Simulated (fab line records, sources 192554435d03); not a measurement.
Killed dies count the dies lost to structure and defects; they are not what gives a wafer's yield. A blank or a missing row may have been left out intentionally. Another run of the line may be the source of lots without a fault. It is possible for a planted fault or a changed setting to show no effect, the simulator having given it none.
Which tool did it? || flow n5-finfet || Sampling: 8 lots, 23 wafers, 5 of 1938 route steps

== WHAT EACH GAUGE READ, for each wafer ==
N5_BEOL_M4_RC_MEAS_101.
{"lot": "L203", "measured": "day 7 14:26", "on": "prober-02", "DIBL_N (mV/V)": "36.5 36.3 37.5"}
{"lot": "L204", "measured": "day 8 08:42", "on": "prober-01", "DIBL_N (mV/V)": "35.3 36.7 34.3"}
{"lot": "L206", "measured": "day 8 20:08", "on": "prober-01", "DIBL_N (mV/V)": "34.5 34.6 34.0"}
{"lot": "L208", "measured": "day 9 14:22", "on": "prober-02", "DIBL_N (mV/V)": "37.6 37.2 36.1"}
{"lot": "L212", "measured": "day 10 08:52", "on": "prober-01", "DIBL_N (mV/V)": "37.3 35.2 35.7"}
{"lot": "L213", "measured": "day 11 05:05", "on": "prober-01", "DIBL_N (mV/V)": "34.4 36.1 37.6"}
{"lot": "L214", "measured": "day 11 13:34", "on": "prober-01", "DIBL_N (mV/V)": "35.5 37.7 35.9"}
{"lot": "L219", "measured": "day 12 16:52", "on": "prober-01", "DIBL_N (mV/V)": "34.9 35.7"}

== WHAT TOOL EACH LOT RAN ON (gives the tool, then ch and the chambers of the sampled wafers, and finally the start) ==
{"lot": "L203", "N5_MOL_CONTACT_COAG_CMP_28": "cmp-03 ch 0,2,3, day 5 02:06", "N5_MOL_CONTACT_COAG_DESCUM_88": "rie-diel-02 ch 0,2,3, day 5 04:04", "N5_MOL_CONTACT_COAG_ALD_131": "ald-sin-01 ch 0,1,3, day 5 04:13", "N5_MOL_CONTACT_COAG_VIA_ETCH_46": "rie-diel-04 ch 0,1,2, day 5 04:32"}
{"lot": "L204", "N5_MOL_CONTACT_COAG_CMP_28": "cmp-01 ch 1,2,3, day 5 12:57", "N5_MOL_CONTACT_COAG_DESCUM_88": "rie-diel-01 ch 1,2,3, day 5 15:09", "N5_MOL_CONTACT_COAG_ALD_131": "ald-sin-03 ch 1,2,3, day 5 15:22", "N5_MOL_CONTACT_COAG_VIA_ETCH_46": "rie-diel-04 ch 0,3, day 5 15:37"}
{"lot": "L206", "N5_MOL_CONTACT_COAG_CMP_28": "cmp-02 ch 0,1,3, day 5 23:22", "N5_MOL_CONTACT_COAG_DESCUM_88": "rie-diel-02 ch 1,2,3, day 6 00:36", "N5_MOL_CONTACT_COAG_ALD_131": "ald-sin-01 ch 1,2, day 6 00:43", "N5_MOL_CONTACT_COAG_VIA_ETCH_46": "rie-diel-02 ch 1,2, day 6 01:20"}
{"lot": "L208", "N5_MOL_CONTACT_COAG_CMP_28": "cmp-03 ch 0,3, day 6 16:59", "N5_MOL_CONTACT_COAG_DESCUM_88": "rie-diel-04 ch 0,1,2, day 6 18:44", "N5_MOL_CONTACT_COAG_ALD_131": "ald-sin-03 ch 0,1,3, day 6 18:52", "N5_MOL_CONTACT_COAG_VIA_ETCH_46": "rie-diel-02 ch 0,2,3, day 6 19:15"}
{"lot": "L212", "N5_MOL_CONTACT_COAG_CMP_28": "cmp-03 ch 2,3, day 7 04:41", "N5_MOL_CONTACT_COAG_DESCUM_88": "rie-diel-01 ch 0,2, day 7 07:43", "N5_MOL_CONTACT_COAG_ALD_131": "ald-sin-01 ch 0,1,2, day 7 07:50", "N5_MOL_CONTACT_COAG_VIA_ETCH_46": "rie-diel-01 ch 0,2,3, day 7 08:11"}
{"lot": "L213", "N5_MOL_CONTACT_COAG_CMP_28": "cmp-02 ch 1,2,3, day 7 14:15", "N5_MOL_CONTACT_COAG_DESCUM_88": "rie-diel-01 ch 0,1,3, day 7 15:32", "N5_MOL_CONTACT_COAG_ALD_131": "ald-sin-03 ch 0,1,3, day 7 16:04", "N5_MOL_CONTACT_COAG_VIA_ETCH_46": "rie-diel-04 ch 0,1,2, day 7 16:26"}
{"lot": "L214", "N5_MOL_CONTACT_COAG_CMP_28": "cmp-03 ch 0,1,3, day 7 15:53", "N5_MOL_CONTACT_COAG_DESCUM_88": "rie-diel-04 ch 0,1,2, day 7 18:14", "N5_MOL_CONTACT_COAG_ALD_131": "ald-sin-01 ch 1,2,3, day 7 18:25", "N5_MOL_CONTACT_COAG_VIA_ETCH_46": "rie-diel-02 ch 0,1,2, day 7 18:45"}
{"lot": "L219", "N5_MOL_CONTACT_COAG_CMP_28": "cmp-03 ch 0,3, day 9 01:59", "N5_MOL_CONTACT_COAG_DESCUM_88": "rie-diel-01 ch 0,3, day 9 03:29", "N5_MOL_CONTACT_COAG_ALD_131": "ald-sin-03 ch 0,1, day 9 03:37", "N5_MOL_CONTACT_COAG_VIA_ETCH_46": "rie-diel-04 ch 2,3, day 9 03:59"}
- N5_MOL_CONTACT_COAG_CMP_28: polishes, stops on SiNx, t overpolish 0.85 s, target thk 14.522 nm.
- N5_MOL_CONTACT_COAG_DESCUM_88: chemistry O2, time 7 s.
- N5_MOL_CONTACT_COAG_ALD_131: deposits SiO2, target thk 5 nm, pulse time 1 s, co reactant pulse time 1 s.
- N5_MOL_CONTACT_COAG_VIA_ETCH_46: etches SiO2 in C4F6/O2, target depth 46 nm, overetch 9.2 nm, time 40 s.

== THE ANSWER, worked out from the rows above alone ==
Rule: the usual values come from the lots themselves. Put in order of their means at a reading, lots are off if they are a third of the lots or fewer, leave a main group of 4 or more, and stand apart from it by a gap of 3 or more times the standard deviation of the main group's means; of several such gaps the widest counts. A main group whose means are all the same, to the digits that the tables above print for the reading, isn't used. A lot without any number at a reading at which 4 lots or more have one is off too. Where the step has rows for the other lots, those lots are counted as sound.
No lot is off on any of the readings shown, so nothing can be concluded from this.

== WHAT THE SIMULATOR HAD PUT IN ==
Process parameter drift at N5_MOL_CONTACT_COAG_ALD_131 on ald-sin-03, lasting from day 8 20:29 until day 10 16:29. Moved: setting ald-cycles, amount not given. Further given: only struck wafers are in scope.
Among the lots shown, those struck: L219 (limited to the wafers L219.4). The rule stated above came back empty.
